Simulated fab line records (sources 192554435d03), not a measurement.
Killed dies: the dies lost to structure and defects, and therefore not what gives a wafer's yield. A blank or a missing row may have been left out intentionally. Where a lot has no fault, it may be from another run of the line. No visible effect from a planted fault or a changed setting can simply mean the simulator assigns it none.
Matching of chambers    flow n5Finfet    N5_BEOL_M3_DESCUM_33 on rieDiel-01: 4 sister chambers
The step chemistry O2, time 7 s. 8 wafers are shown with their chamber, then 8 later ones without.

## WAFERS WITH THEIR CHAMBER
wafer   chamber  drypumpMotorCurrentA (A)  throttleValvePct (%)
L082.4  1        5.4                       20.13
L086.1  3        6.2                       20.48
L086.2  0        6.3                       20.05
L086.4  2        5.9                       20.59
L090.2  3        6.2                       20.51
L090.4  0        6.4                       20.03
L090.5  1        5.4                       20.15
L092.1  2        5.9                       20.62

## WAFERS MISSING THEIR CHAMBER
wafer   drypumpMotorCurrentA (A)  throttleValvePct (%)
L092.4  6.3                       20.05
L092.5  5.9                       20.62
L095.2  5.4                       20.18
L095.3  5.9                       20.62
L095.4  6.2                       20.51
L096.1  5.9                       20.63
L096.4  6.3                       20.07
L096.5  5.5                       20.16

## CHAMBER TAKEN BY EACH
wafer   from the rows above  in truth
L092.4  0                    0
L092.5  2                    2
L095.2  1                    1
L095.3  2                    2
L095.4  3                    3
L096.1  2                    2
L096.4  0                    0
L096.5  1                    1
Placed correctly: 8 of 8. Can't be placed from these rows: 0. 0 placed wrongly.
How it was worked out, from the rows above alone: a wafer's distance from a chamber is the root of the sum, over the readings, of the square of ((its reading less the chamber's mean) divided by the reading's scatter). If the next closest chamber is less than 2 further off than the closest, the wafer can't be placed; otherwise it belongs to the closest. A chamber's mean is the mean of its shown wafers. The scatter is the square root of a quotient: the sum, over the shown wafers, of each reading's squared deviation from its chamber's mean, divided by wafers minus chambers.
